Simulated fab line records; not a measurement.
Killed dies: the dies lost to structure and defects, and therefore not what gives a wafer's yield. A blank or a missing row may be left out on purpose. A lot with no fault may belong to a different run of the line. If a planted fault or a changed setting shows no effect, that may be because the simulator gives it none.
fab line records	flow nandHarc	part 2 of 2: steps 28 to 34 of 34
[record] lots = 5	wafers = 15	lastDay = 32
route steps=1302 shown A_WL_FILL@972 A_CONTACT@983
lots that met no fault: from a run of the same line without faults
startH: the number of hours between the record's first day and the start of the first shown wafer of the lot	waitH: hours from the lot's prior step to this one	" unchanged from the row above	L1.1+2: several wafers, shown together as one row	- no value present, or no start provided	* or withheld: withheld	< > ~ a bound
route shown NAME@n: a module of which the file shows steps, and the number in the route of the first	usual: the fault-free wafers' mean and standard deviation	same: alike in all rows	chamber/n: place in a boat	sites: per-site readings	_std_site: their standard deviation	_edge_site: the outer-site mean with the inner-site mean subtracted	radiusMm: how far each site lies from the wafer's centre	mask NAME#n: copy n	behind: the last tool/chamber to shape the wafer	hold: the reason the lot was held/the length of the hold in hours/how it ended	device: names the non-switching transistor (n, p or np)	end of line: tests of these same wafers at the route's end	for a step that has no rows: nothing shown but its recipe	killed: count of dies lost to structure and defects at first sort (not the wafer's yield)	map: the dies of a wafer, with x for killed, . for not killed, _ for no die there
set.NAME: the run value of the setting; set.NAME@STEP: its run value at that earlier step	model.NAME: the simulator's own value behind a step, which no gauge read
lots at selected steps of the route; one table per step, one row per wafer
services: from which hour (startH, from the record's first day; less than 0 if before it) a tool's chamber was out of use, for how many hours, and why
[[steps]]
[step NHARC_A_CONTACT_ETCH_50]
[recipe] targetDepthA = 1210	timeS = 60.5	cf4FlowSccm = 100	chf3FlowSccm = 30	arFlowSccm = 0	rfW = 500	biasW = 200	chemistry = CF4/CHF3
[usual] chf3FlowSccm = 30.01/0.093	drypumpMotorCurrentA = 5.4/0.49	oesProductAu = 0.956/0.022	rfVppV = 369.9/2.3	showerheadPlenumPTorr = 1.56/0.065	throttleValvePct = 16.803/0.0087
lot.wafer	tool	chamber	startH	waitH	chf3FlowSccm	drypumpMotorCurrentA	oesProductAu	rfHoursCounterH	rfVppV	showerheadPlenumPTorr	throttleValvePct
L079.2	rieDiel-04	0	-	-	29.82	4.9	0.923	58	370.4	1.63	16.809
L079.3	"	1	"	"	30.10	4.8	0.918	58	368.4	1.54	16.789
L079.6	"	3	"	"	30.03	5.9	0.920	-	369.0	1.54	16.800
L085.2	rieDiel-07	2	-	-	30.18	5.4	1.013	17	370.8	1.57	16.803
L085.3	"	0	"	"	29.91	4.8	0.977	18	371.1	1.63	16.807
L085.5	"	2	"	"	30.11	5.3	0.996	-	369.9	1.57	16.791
L090.3	rieDiel-07	3	-	-	30.00	5.1	0.979	0	370.0	1.55	16.815
L090.2	"	2	"	"	30.12	5.3	0.990	0	370.3	1.56	16.814
L090.6	"	1	"	"	30.04	5.8	0.968	-	374.1	1.70	16.799
L093.3	rieDiel-07	2	-	-	30.04	5.4	0.966	5	369.2	1.56	16.796
L093.6	"	1	"	"	30.14	5.8	0.954	-	374.8	1.70	16.808
L093.5	"	2	"	"	29.94	5.3	0.970	-	369.0	1.56	16.797
L094.3	rieDiel-07	1	-	-	30.11	5.7	0.969	5	374.0	1.70	16.803
L094.4	"	0	"	"	30.02	4.8	0.963	4	373.5	1.63	16.808
L094.6	"	1	"	"	30.00	5.7	0.960	-	375.3	1.70	16.802
[step NHARC_A_CONTACT_ETCH_51]
[recipe] targetDepthA = 70000	overEtchFrac = 0.3	timeS = 1820	ionEnergyEv = 150	o2FlowSccm = 400	cosFlowSccm = 20	arFlowSccm = 0	rfW = 500	biasW = 300	chemistry = O2/COS
[usual] drypumpMotorCurrentA = 5.4/0.51	oesProductAu = 1.006/0.011	rfVppV = 313.6/1.8	showerheadPlenumPTorr = 3.09/0.12	throttleValvePct = 28.330/0.0098
[same] overEtchFrac = 0.3
lot.wafer	tool	chamber	startH	waitH	drypumpMotorCurrentA	oesProductAu	rfHoursCounterH	rfVppV	showerheadPlenumPTorr	throttleValvePct
L079.2	rieDiel-04	2	-	-	6.3	0.999	53	315.1	3.28	28.334
L079.3	"	0	"	"	4.9	1.008	58	315.2	3.23	28.354
L079.6	"	2	"	"	6.3	0.999	-	315.9	3.28	28.324
L085.2	rieDiel-07	2	-	-	5.4	1.027	18	313.5	3.11	28.322
L085.3	"	3	"	"	5.1	0.995	18	313.1	3.08	28.331
L085.5	"	2	"	"	5.3	1.020	-	314.8	3.11	28.322
L090.2	rieDiel-07	2	-	-	5.4	1.017	1	313.2	3.10	28.335
L090.3	"	3	"	"	5.1	1.010	1	314.0	3.08	28.334
L090.6	"	3	"	"	5.1	1.009	-	313.9	3.08	28.324
L093.3	rieDiel-07	2	-	-	5.4	1.009	5	313.2	3.10	28.331
L093.5	"	3	"	"	5.1	1.002	-	313.8	3.08	28.334
L093.6	"	0	"	"	4.8	0.999	-	313.8	3.23	28.316
L094.4	rieDiel-07	2	-	-	5.3	1.020	6	314.5	3.10	28.316
L094.3	"	1	"	"	5.8	1.002	5	316.4	3.37	28.329
L094.6	"	3	"	"	5.1	1.013	-	315.5	3.08	28.322
[step NHARC_A_CONTACT_ETCH_111]
[recipe] sourceW = withheld	pressureMtorr = 20	biasV = withheld	timeS = 140	targetDepthA = 7000	arFlowSccm = withheld	c4f8FlowSccm = withheld	o2FlowSccm = withheld	chemistry = C4F8/O2/Ar
[usual] oesAirLineAu = 1.001/0.021
lot.wafer	tool	chamber	startH	waitH	oesAirLineAu	rfHoursCounterH
L079.2	harCapEtch-02	1	528.84	-	1.015	83
L079.3	"	0	"	"	0.998	-
L079.6	"	0	"	"	0.994	-
L085.2	harCapEtch-03	1	598.24	-	1.019	59
L085.3	"	1	"	"	1.013	-
L085.5	"	0	"	"	1.017	-
L090.2	harCapEtch-01	1	659.64	-	0.968	30
L090.3	"	0	"	"	0.988	-
L090.6	"	1	"	"	1.006	-
L093.3	harCapEtch-02	1	685.31	-	1.034	-
L093.6	"	0	"	"	0.983	-
L093.5	"	1	"	"	0.974	-
L094.3	harCapEtch-01	1	693.12	-	0.996	-
L094.4	"	0	"	"	1.008	-
L094.6	"	1	"	"	0.995	-
[step NHARC_A_CONTACT_ETCH_112]
[recipe] sourceW = withheld	pressureMtorr = 20	biasV = 3000	timeS = 190	targetDepthA = 18500	arFlowSccm = withheld	c4f8FlowSccm = withheld	o2FlowSccm = withheld	chemistry = C4F8/O2/Ar
[usual] oesAirLineAu = 1.001/0.02
lot.wafer	tool	chamber	startH	waitH	oesAirLineAu	rfHoursCounterH
L079.2	harCapEtch-02	1	529.03	0.2	0.994	83
L079.3	"	0	"	"	1.006	-
L079.6	"	0	"	"	0.986	-
L085.2	harCapEtch-03	1	598.44	0.2	0.979	59
L085.3	"	1	"	"	0.969	-
L085.5	"	0	"	"	0.982	-
L090.2	harCapEtch-01	1	659.83	0.2	0.968	30
L090.3	"	0	"	"	1.002	-
L090.6	"	1	"	"	0.998	-
L093.3	harCapEtch-02	1	685.50	0.2	1.004	-
L093.6	"	0	"	"	0.999	-
L093.5	"	1	"	"	1.024	-
L094.3	harCapEtch-01	1	693.31	0.2	0.984	-
L094.4	"	0	"	"	0.992	-
L094.6	"	1	"	"	1.006	-
[step NHARC_A_CONTACT_ETCH_113]
[recipe] sourceW = withheld	pressureMtorr = 20	biasV = 3000	timeS = 190	targetDepthA = 18500	arFlowSccm = withheld	c4f8FlowSccm = withheld	o2FlowSccm = withheld	chemistry = C4F8/O2/Ar
[usual] oesAirLineAu = 0.999/0.02
lot.wafer	tool	chamber	startH	waitH	oesAirLineAu	rfHoursCounterH
L079.2	harCapEtch-02	1	529.20	0.1	0.994	83
L079.3	"	0	"	"	0.995	-
L079.6	"	0	"	"	0.971	-
L085.2	harCapEtch-03	1	598.60	0.1	0.979	59
L085.3	"	1	"	"	0.987	-
L085.5	"	0	"	"	1.010	-
L090.2	harCapEtch-01	1	660.00	0.1	1.037	30
L090.3	"	0	"	"	1.018	-
L090.6	"	1	"	"	1.016	-
L093.3	harCapEtch-02	1	685.67	0.1	0.979	-
L093.6	"	0	"	"	0.997	-
L093.5	"	1	"	"	0.974	-
L094.3	harCapEtch-01	1	693.48	0.1	1.007	-
L094.4	"	0	"	"	1.035	-
L094.6	"	1	"	"	1.007	-
[step NHARC_A_CONTACT_ETCH_114]
[recipe] sourceW = withheld	pressureMtorr = 20	biasV = 3000	timeS = 190	targetDepthA = 18500	arFlowSccm = withheld	c4f8FlowSccm = withheld	o2FlowSccm = withheld	chemistry = C4F8/O2/Ar
[usual] oesAirLineAu = 1.005/0.02
lot.wafer	tool	chamber	startH	waitH	oesAirLineAu	rfHoursCounterH
L079.2	harCapEtch-02	1	529.37	0.1	0.990	83
L079.3	"	0	"	"	1.020	-
L079.6	"	0	"	"	1.010	-
L085.2	harCapEtch-03	1	598.77	0.1	1.008	59
L085.3	"	1	"	"	1.026	-
L085.5	"	0	"	"	0.980	-
L090.2	harCapEtch-01	1	660.17	0.1	1.026	30
L090.3	"	0	"	"	0.977	-
L090.6	"	1	"	"	0.991	-
L093.3	harCapEtch-02	1	685.84	0.1	1.012	-
L093.6	"	0	"	"	0.983	-
L093.5	"	1	"	"	1.002	-
L094.3	harCapEtch-01	1	693.65	0.1	1.006	-
L094.4	"	0	"	"	0.999	-
L094.6	"	1	"	"	0.999	-
[step NHARC_A_CONTACT_ETCH_115]
[recipe] sourceW = withheld	pressureMtorr = 20	biasV = 3000	timeS = 190	targetDepthA = 18500	arFlowSccm = withheld	c4f8FlowSccm = withheld	o2FlowSccm = withheld	chemistry = C4F8/O2/Ar
[usual] oesAirLineAu = 1.004/0.02
lot.wafer	tool	chamber	startH	waitH	oesAirLineAu	rfHoursCounterH
L079.2	harCapEtch-02	1	529.54	0.1	0.993	84
L079.3	"	0	"	"	0.977	-
L079.6	"	0	"	"	1.002	-
L085.2	harCapEtch-03	1	598.95	0.1	1.018	59
L085.3	"	1	"	"	1.010	-
L085.5	"	0	"	"	1.007	-
L090.2	harCapEtch-01	1	660.34	0.1	1.029	30
L090.3	"	0	"	"	0.998	-
L090.6	"	1	"	"	1.022	-
L093.3	harCapEtch-02	1	686.01	0.1	1.016	-
L093.6	"	0	"	"	0.998	-
L093.5	"	1	"	"	0.994	-
L094.3	harCapEtch-01	1	693.82	0.1	1.011	-
L094.4	"	0	"	"	0.974	-
L094.6	"	1	"	"	0.974	-
[[services]]
tool	chamber	startH	hours	kind
arfiScanner-01	-	496.14	0.6	repair
harCapEtch-01	-	497.00	17.0	pm
pecvd-01	1	497.21	3.6	repair
lithoTrack-01	-	505.00	7.0	pm
wetBench-07	-	512.00	8.0	pm
pecvd-03	-	516.57	1.5	repair
wetBench-09	-	528.80	8.0	pm
lithoTrack-06	-	529.00	7.0	pm
rieDiel-04	-	531.98	9.0	pm
cvdW-01	-	547.00	13.0	pm
arfiScanner-01	-	552.92	0.9	repair
lithoTrack-04	-	553.00	7.0	pm
arfiScanner-01	-	561.61	1.2	repair
pecvd-02	0	569.85	11.1	repair
pecvd-02	-	589.03	13.0	pm
arfiScanner-01	-	596.00	4.0	pm
wetBench-02	-	596.04	8.0	pm
wetBench-09	-	604.34	12.5	repair
rieDiel-07	2	620.37	1.4	repair
rieDiel-07	-	648.30	9.0	pm
rieDiel-04	-	666.79	1.2	repair
lithoTrack-01	-	680.00	7.0	pm
arfiScanner-01	-	686.16	2.1	repair
wetBench-07	-	688.00	8.0	pm
